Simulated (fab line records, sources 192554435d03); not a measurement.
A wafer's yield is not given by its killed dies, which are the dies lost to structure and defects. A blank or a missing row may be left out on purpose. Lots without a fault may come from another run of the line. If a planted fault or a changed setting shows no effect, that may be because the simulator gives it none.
Matching of chambers || flow n5 finfet || ald sin-02 running N5_STI_FIN_REVEAL_ALD_14: 4 sister chambers
The step deposits Si3N4, target thk 3 nm. 16 wafers are shown with their chamber, then 8 later ones without.

== WAFERS, EACH WITH ITS CHAMBER ==
{"wafer": "L076.2", "chamber": 1, "heater power w (W)": 885}
{"wafer": "L076.3", "chamber": 2, "heater power w (W)": 849}
{"wafer": "L076.6", "chamber": 2, "heater power w (W)": 835}
{"wafer": "L079.1", "chamber": 0, "heater power w (W)": 726}
{"wafer": "L079.5", "chamber": 3, "heater power w (W)": 754}
{"wafer": "L079.6", "chamber": 2, "heater power w (W)": 844}
{"wafer": "L080.1", "chamber": 2, "heater power w (W)": 852}
{"wafer": "L080.4", "chamber": 0, "heater power w (W)": 730}
{"wafer": "L080.6", "chamber": 1, "heater power w (W)": 887}
{"wafer": "L085.2", "chamber": 0, "heater power w (W)": 720}
{"wafer": "L085.3", "chamber": 1, "heater power w (W)": 821}
{"wafer": "L085.4", "chamber": 3, "heater power w (W)": 744}
{"wafer": "L086.2", "chamber": 2, "heater power w (W)": 839}
{"wafer": "L086.3", "chamber": 1, "heater power w (W)": 880}
{"wafer": "L086.5", "chamber": 3, "heater power w (W)": 732}
{"wafer": "L087.2", "chamber": 0, "heater power w (W)": 732}

SIGNATURES (averages over the wafers above)
{"reading": "heater power w", "chamber 0": 727.00, "chamber 1": 868.25, "chamber 2": 843.80, "chamber 3": 743.33, "scatter within a chamber": 17.1}
Rule: a wafer lies at a distance from a chamber equal to the root of the sum of squares, over the readings, of (its reading less the chamber's mean, divided by the reading's scatter). If the next closest chamber is less than 2 further off than the closest, the wafer can't be placed; otherwise it belongs to the closest. The scatter: the root of (the sum of the squares of (reading less its chamber's mean) over the shown wafers, divided by (wafers less chambers)).

== WAFERS WHOSE CHAMBER IS MISSING ==
{"wafer": "L087.3", "heater power w (W)": 747}
{"wafer": "L087.6", "heater power w (W)": 869}
{"wafer": "L090.2", "heater power w (W)": 723}
{"wafer": "L090.5", "heater power w (W)": 723}
{"wafer": "L090.6", "heater power w (W)": 876}
{"wafer": "L096.2", "heater power w (W)": 720}
{"wafer": "L096.4", "heater power w (W)": 837}
{"wafer": "L096.5", "heater power w (W)": 882}

== THE CHAMBER EACH PASSED THROUGH ==
{"wafer": "L087.3", "from the rows above": "can't be placed: 3 or 0", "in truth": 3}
{"wafer": "L087.6", "from the rows above": "can't be placed: 1 or 2", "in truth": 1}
{"wafer": "L090.2", "from the rows above": "can't be placed: 0 or 3", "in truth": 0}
{"wafer": "L090.5", "from the rows above": "can't be placed: 0 or 3", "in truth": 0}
{"wafer": "L090.6", "from the rows above": "can't be placed: 1 or 2", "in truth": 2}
{"wafer": "L096.2", "from the rows above": "can't be placed: 0 or 3", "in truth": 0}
{"wafer": "L096.4", "from the rows above": "can't be placed: 2 or 1", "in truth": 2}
{"wafer": "L096.5", "from the rows above": "can't be placed: 1 or 2", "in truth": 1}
Placed correctly: 0 of 8. Unplaceable from these rows: 8, with the true chamber sitting among the candidates in 8. Number placed wrongly: 0.
